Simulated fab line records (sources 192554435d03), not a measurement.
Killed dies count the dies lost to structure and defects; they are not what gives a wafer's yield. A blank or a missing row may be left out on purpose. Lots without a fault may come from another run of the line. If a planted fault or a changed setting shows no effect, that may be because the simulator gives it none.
Struck lot and sound lot, side by side ; flow n5 finfet ; 24 steps out of a route of 1938
Sound: the wafers L400.2, L400.3, L400.6. Wafers struck: L393.2, L393.3, L393.6. The cause is given at the end.
Per side, at each step with rows, come the tool, then ch with its chambers, and then its first start. Under that, the readings that differ: sound wafers ; struck wafers ; difference of the means ; sigmas: that difference in standard deviations of wafers without a fault.
alike: readings whose means differ by less than 2 such deviations, and words and numbers that are the same on both sides. not compared: withheld readings, readings that some wafer has no value for, bounds like >300 that may hide the same value, and numbers for which the record gives no deviation and whose values overlap.
Wherever a step has rows on one side only, a row that says differs or no value, or a row with sigmas, the two part there. Non-overlapping numbers with no deviation appear without sigmas and do not part them. A reading that every wafer of one side lacks parts them only if that side has two wafers or more.

first, 11 steps without rows for these wafers: N5_FIN_SAQP_ETCH_65 (etches SiO2 in CF4, target depth 4 nm, time 4.4 s); N5_FIN_SAQP_MANDREL_ETCH_58 (etches a-Si in HBr/Cl2, stops on SiNx, target depth 45 nm, bt time 10 s, time 27 s); N5_FIN_SAQP_RECESS_63 (chemistry HF/NH3, target SiO2, target depth 18 nm, afs cycles 3, sublimation time 60 s); N5_FIN_SAQP_COAT_68 (time 60 s, resist thk 100 nm); N5_FIN_SAQP_ETCH_69 (etches SOC in N2/H2, stops on SiNx, target depth 150 nm); N5_FIN_SAQP_ETCH_67 (etches SiNx in CH3F/O2, target depth 30 nm); N5_FIN_SAQP_STRIP_70 (strips in N2/H2); N5_FIN_SAQP_RECESS_71 (chemistry HF/NH3, target SiO2, target depth 3 nm, afs cycles 1, sublimation time 60 s); N5_FIN_SAQP_SPACER2_ALD_28 (deposits SiO2, target thk 8.1 nm, pulse time 1 s, purge time 2 s); N5_FIN_SAQP_SPACER2_ETCHBACK_29 (etches SiO2 in CHF3/O2, target depth 12.2 nm, time 6.1 s); N5_FIN_SAQP_MANDREL2_REMOVE_60 (chemistry HBr/Cl2/O2, target a-Si, stops on SiNx, bt time 10 s).
N5_FIN_SAQP_HM_OPEN_33: chemistry CH3F/O2, target SiNx, target depth 49.4 nm, time 70.6 s.
  sound on rie diel-04 ch 2,3, day 7 09:56; struck on rie diel-04 ch 0,2,3, day 5 16:40
  no value came back on the struck wafers for any of 10 readings (CH3F_flow_sccm (sccm), O2_flow_sccm (sccm) and others); on the sound wafers CH3F_flow_sccm (sccm) reads 29.99 30.03 30.08
  not compared: rf hours counter h
N5_FIN_SAQP_ETCH_34: etches SiO2 in C4F6/O2, target depth 45 nm, time 15 s.
  sound on rie diel-04 ch 2,3, day 7 10:00; struck on rie diel-04 ch 0,2,3, day 5 16:44
reading;sound;struck;difference;sigmas
etch rf on time s (s);14.93 14.92 15.04;37.49 37.50 37.49;+22.53;+99 or more
oes product au (a.u.);0.65 0.65 0.65;0.29 0.28 0.29;-0.36;-6
  alike: drypump motor current A, oes_ar_750_au, oes_o_777_au, rf vpp V, showerhead plenum p Torr, throttle valve pct
  not compared: rf hours counter h
then, 1 step without rows for these wafers: N5_FIN_SAQP_STRIP_77 (strips in N2/H2, time 90 s).
N5_FIN_SAQP_HM_CD_35 targets a cd of 8 nm.
  struck on cd sem-03, day 5 16:53; sound on cd sem-01, day 7 10:09
reading;sound;struck;difference;sigmas
cd nm (nm);8.07 8.24 8.51;- - -;no value on the struck wafers;
then, 2 steps without rows for these wafers: N5_FIN_SAQP_ETCH_64 (etches SiO2 in CF4, target depth 1.5 nm); N5_FIN_SAQP_FIN_ETCH_36 (etches the open film in HBr/Cl2/O2, target depth 120 nm, time 50.4 s).
N5_FIN_SAQP_CD_MEAS_37 targets a cd of 8 nm.
  struck on cd sem-03, day 5 17:04; sound on cd sem-01, day 7 10:20
reading;sound;struck;difference;sigmas
cd nm (nm);8.11 8.18 8.00;- - -;no value on the struck wafers;
then, 3 steps without rows for these wafers: N5_FIN_SAQP_PRECLEAN_38 (cleans in O3/DIW, time 45 s); N5_FIN_SAQP_PRECLEAN_45 (cleans in dHF, time 10 s); N5_FIN_SAQP_SRD_39 (time 30 s).
N5_FIN_SAQP_OCD_MEAS_76:
  struck on ocd-01, day 5 17:12; sound on ocd-01, day 7 10:26
reading;sound;struck;difference;sigmas
trench depth nm (nm);122.6 121.3 118.4;0.6 0 0.2;-120.5;-75
N5_BEOL_M4_RC_MEAS_101:
  the record has rows for the sound wafers here (prober-02 ch 0, day 13 05:36) and none for the struck ones
-- record jumps: 10 days separate the struck wafers' starts on either side; left off in module BEOL_M4, taken up again in module PASSIVATION, whose first shown step is the route's number 1936 --
N5_PASSIVATION_PROBE_49:
  the record has rows for the struck wafers here (prober-02, day 16 03:01) and none for the sound ones

== WHERE THEY PART ==
First at N5_FIN_SAQP_HM_OPEN_33; last, within this record, at N5_PASSIVATION_PROBE_49.

WHY: what the simulator had put in
At N5_FIN_SAQP_HM_OPEN_33, the step was skipped entirely on rie diel-04 from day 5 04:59 on. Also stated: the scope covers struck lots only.
